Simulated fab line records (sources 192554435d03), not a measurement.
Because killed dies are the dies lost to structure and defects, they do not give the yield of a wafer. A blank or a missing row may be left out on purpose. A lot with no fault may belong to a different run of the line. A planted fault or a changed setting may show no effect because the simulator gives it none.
Split-lot trial || flow n5-finfet || 21 wafers read across 7 lots, on a route 1938 steps long

ABOUT THE SPLIT
At N5_BEOL_M9_ETCH_61 (etches SiARC in CF4, target depth 39 nm, time 65 s), the setting source-w was moved away from the recipe's 545 W on 3 of the 21 wafers read, by -6.5% to +9.0%. This setting was run at the recipe's value on the other wafers.

The reading comes from the split's own step.

THE READING
rf-vpp-V, in V, at N5_BEOL_M9_ETCH_61 (etches SiARC in CF4, target depth 39 nm, time 65 s). Typical for fault-free wafers on this fab line: 184.1 V, with standard deviation 1.1 V.

{"wafer": "L075.1", "tool, chamber at the split": "rie-diel-03, 1", "source-w as run, W": 545, "against the recipe": "recipe", "rf-vpp-V, V": 185.5, "against lot-mates on the recipe": "-"}
{"wafer": "L075.2", "tool, chamber at the split": "rie-diel-03, 0", "source-w as run, W": 545, "against the recipe": "recipe", "rf-vpp-V, V": 181.6, "against lot-mates on the recipe": "-"}
{"wafer": "L075.6", "tool, chamber at the split": "rie-diel-03, 3", "source-w as run, W": 545, "against the recipe": "recipe", "rf-vpp-V, V": 185.2, "against lot-mates on the recipe": "-"}
{"wafer": "L076.2", "tool, chamber at the split": "rie-diel-04, 3", "source-w as run, W": 509.6, "against the recipe": "-6.5%", "rf-vpp-V, V": 189.0, "against lot-mates on the recipe": "+5.8"}
{"wafer": "L076.4", "tool, chamber at the split": "rie-diel-04, 3", "source-w as run, W": 509.6, "against the recipe": "-6.5%", "rf-vpp-V, V": 187.8, "against lot-mates on the recipe": "+4.6"}
{"wafer": "L076.5", "tool, chamber at the split": "rie-diel-04, 0", "source-w as run, W": 545, "against the recipe": "recipe", "rf-vpp-V, V": 183.2, "against lot-mates on the recipe": "-"}
{"wafer": "L079.1", "tool, chamber at the split": "rie-diel-04, 1", "source-w as run, W": 545, "against the recipe": "recipe", "rf-vpp-V, V": 184.1, "against lot-mates on the recipe": "-"}
{"wafer": "L079.3", "tool, chamber at the split": "rie-diel-04, 3", "source-w as run, W": 545, "against the recipe": "recipe", "rf-vpp-V, V": 184.8, "against lot-mates on the recipe": "-"}
{"wafer": "L079.6", "tool, chamber at the split": "rie-diel-04, 1", "source-w as run, W": 545, "against the recipe": "recipe", "rf-vpp-V, V": 182.9, "against lot-mates on the recipe": "-"}
{"wafer": "L081.2", "tool, chamber at the split": "rie-diel-04, 2", "source-w as run, W": 545, "against the recipe": "recipe", "rf-vpp-V, V": 183.7, "against lot-mates on the recipe": "-"}
{"wafer": "L081.3", "tool, chamber at the split": "rie-diel-04, 0", "source-w as run, W": 545, "against the recipe": "recipe", "rf-vpp-V, V": 184.1, "against lot-mates on the recipe": "-"}
{"wafer": "L081.5", "tool, chamber at the split": "rie-diel-04, 1", "source-w as run, W": 545, "against the recipe": "recipe", "rf-vpp-V, V": 183.8, "against lot-mates on the recipe": "-"}
{"wafer": "L088.3", "tool, chamber at the split": "rie-diel-04, 1", "source-w as run, W": 545, "against the recipe": "recipe", "rf-vpp-V, V": 184.3, "against lot-mates on the recipe": "-"}
{"wafer": "L088.5", "tool, chamber at the split": "rie-diel-04, 0", "source-w as run, W": 545, "against the recipe": "recipe", "rf-vpp-V, V": 185.6, "against lot-mates on the recipe": "-"}
{"wafer": "L088.6", "tool, chamber at the split": "rie-diel-04, 3", "source-w as run, W": 545, "against the recipe": "recipe", "rf-vpp-V, V": 184.3, "against lot-mates on the recipe": "-"}
{"wafer": "L089.1", "tool, chamber at the split": "rie-diel-03, 2", "source-w as run, W": 594.2, "against the recipe": "+9.0%", "rf-vpp-V, V": 177.9, "against lot-mates on the recipe": -8.2}
{"wafer": "L089.4", "tool, chamber at the split": "rie-diel-03, 0", "source-w as run, W": 545, "against the recipe": "recipe", "rf-vpp-V, V": 185.9, "against lot-mates on the recipe": "-"}
{"wafer": "L089.6", "tool, chamber at the split": "rie-diel-03, 0", "source-w as run, W": 545, "against the recipe": "recipe", "rf-vpp-V, V": 186.2, "against lot-mates on the recipe": "-"}
{"wafer": "L093.1", "tool, chamber at the split": "rie-diel-06, 2", "source-w as run, W": 545, "against the recipe": "recipe", "rf-vpp-V, V": 185.8, "against lot-mates on the recipe": "-"}
{"wafer": "L093.3", "tool, chamber at the split": "rie-diel-06, 0", "source-w as run, W": 545, "against the recipe": "recipe", "rf-vpp-V, V": 183.9, "against lot-mates on the recipe": "-"}
{"wafer": "L093.4", "tool, chamber at the split": "rie-diel-06, 3", "source-w as run, W": 545, "against the recipe": "recipe", "rf-vpp-V, V": 182.7, "against lot-mates on the recipe": "-"}

FIT RESULTS
A straight line over all 21 wafers: rf-vpp-V changes by -0.67 V for each +1% of source-w; r = -0.85; the points scatter about the line by 1.2 V.
The same after taking each lot's own level away (the mean of its wafers on the recipe; 21 wafers): -0.852 V for each +1%; r = -0.93; scatter 0.99 V.
According to that fit, moving source-w by its largest amount changes the reading by 7.7 V.
From 183.20 to 186.05 V: that is the span of the lots' own levels, equal to 2.6 times the standard deviation above.
Hence the slope depends on the lot-to-lot level, as the two fits are not the same.
Check: -7.23 V against its lot-mates is what the line predicts for one of the wafers moved furthest among these (+9.0%) when that wafer is left out of the fit. It came out at -8.15 V against them.
Tool readings at the split's step, against how far the setting was moved: rf-vpp-V r = -0.85.

ADDITIONAL SPLITS CARRIED BY THESE WAFERS
Before the reading, these wafers also passed through other splits. Each is held against what the fit with the lots' levels taken away leaves over:
{"other split on the same wafers": "N5_BEOL_M8_ETCH_62 source-w", "wafers away from the commonest value": 5, "r with rf-vpp-V (lot level and that fit taken away)": -0.12}
{"other split on the same wafers": "N5_BEOL_M9_ILD_DEP_00 time-s", "wafers away from the commonest value": 6, "r with rf-vpp-V (lot level and that fit taken away)": -0.03}
{"other split on the same wafers": "N5_BEOL_M9_COAT_05 spin-rpm", "wafers away from the commonest value": 4, "r with rf-vpp-V (lot level and that fit taken away)": -0.32}

THE FILE'S OWN FIT
rf-vpp-V changes by -0.866 V for each +1% of source-w, r = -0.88.
